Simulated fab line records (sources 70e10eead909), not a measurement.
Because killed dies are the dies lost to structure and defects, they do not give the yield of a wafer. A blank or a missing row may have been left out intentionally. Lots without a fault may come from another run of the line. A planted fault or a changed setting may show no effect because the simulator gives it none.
Matching of chambers | flow nand harc | NHARC_A_CHANNEL_HOLE_D1_DESCUM_15 on rie diel-02: 4 sister chambers
The step chemistry O2, time 3 s. 22 wafers are shown with their chamber, then 11 later ones without.

## WAFERS WITH THEIR CHAMBER
wafer  | chamber | drypump motor current A (A) | oes product au (a.u.) | rf vpp V (V)
L074.2 | 3       | 5.4                         | 0.998                 | 58.3
L074.3 | 0       | 5.2                         | 1.002                 | 59.4
L074.5 | 3       | 5.4                         | 0.997                 | 57.3
L076.4 | 2       | 6.0                         | 0.997                 | 57.2
L076.5 | 0       | 5.2                         | 1.012                 | 57.3
L076.6 | 1       | 6.1                         | 1.007                 | 58.1
L078.2 | 3       | 5.4                         | 0.993                 | 58.5
L078.3 | 1       | 6.1                         | 1.001                 | 59.4
L078.6 | 0       | 5.2                         | 1.012                 | 58.0
L081.2 | 2       | 6.0                         | 1.010                 | 57.5
L081.4 | 3       | 5.4                         | 1.002                 | 58.8
L081.5 | 2       | 6.0                         | 1.012                 | 57.3
L080.2 | 1       | 6.1                         | 0.999                 | 57.3
L080.3 | 2       | 6.0                         | 0.997                 | 58.9
L080.4 | 0       | 5.1                         | 1.018                 | 59.2
L086.1 | 3       | 5.4                         | 0.994                 | 58.6
L086.2 | 1       | 6.1                         | 1.001                 | 59.1
L086.4 | 2       | 6.1                         | 1.015                 | 58.7
L089.3 | 0       | 5.2                         | 1.008                 | 58.6
L089.4 | 2       | 6.0                         | 1.010                 | 57.7
L089.5 | 0       | 5.2                         | 1.012                 | 58.5
L091.1 | 2       | 6.0                         | 1.000                 | 58.4

SIGNATURES (averages over the wafers above)
reading                 | chamber 0 | chamber 1 | chamber 2 | chamber 3 | scatter within a chamber
drypump motor current A | 5.183     | 6.100     | 6.014     | 5.400     | 0.0306
oes product au          | 1.01067   | 1.00200   | 1.00586   | 0.99680   | 0.00565
rf vpp V                | 58.500    | 58.475    | 57.957    | 58.300    | 0.748
Rule: a wafer's distance from a chamber is the root of the sum, over the readings, of the square of ((its reading less the chamber's mean) divided by the reading's scatter). If the next closest chamber is less than 2 further off than the closest, the wafer can't be placed; otherwise it belongs to the closest. The scatter: the root of (the sum of the squares of (reading less its chamber's mean) over the shown wafers, divided by (wafers less chambers)).

## WAFERS WITHOUT THEIR CHAMBER
wafer  | drypump motor current A (A) | oes product au (a.u.) | rf vpp V (V)
L091.3 | 5.2                         | 1.021                 | 57.3
L091.4 | 6.1                         | 1.005                 | 58.9
L092.1 | 5.2                         | 1.025                 | 57.7
L092.2 | 5.4                         | 0.997                 | 58.7
L092.5 | 5.4                         | 0.992                 | 58.6
L095.1 | 6.0                         | 1.006                 | 57.6
L095.2 | 6.1                         | 1.000                 | 58.1
L095.4 | 5.4                         | 0.993                 | 59.3
L096.1 | 5.4                         | 1.001                 | 57.8
L096.3 | 6.0                         | 1.023                 | 58.2
L096.4 | 5.1                         | 1.015                 | 59.5

## CHAMBER TAKEN BY EACH
wafer  | from the rows above     | in truth
L091.3 | 0                       | 0
L091.4 | 1                       | 1
L092.1 | 0                       | 0
L092.2 | 3                       | 3
L092.5 | 3                       | 3
L095.1 | 2                       | 2
L095.2 | 1                       | 1
L095.4 | 3                       | 3
L096.1 | 3                       | 3
L096.3 | can't be placed: 2 or 1 | 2
L096.4 | 0                       | 0
10 of 11 placed correctly. Not placeable from these rows: 1 (in 1, the candidates include the true chamber). Wrongly placed: 0.
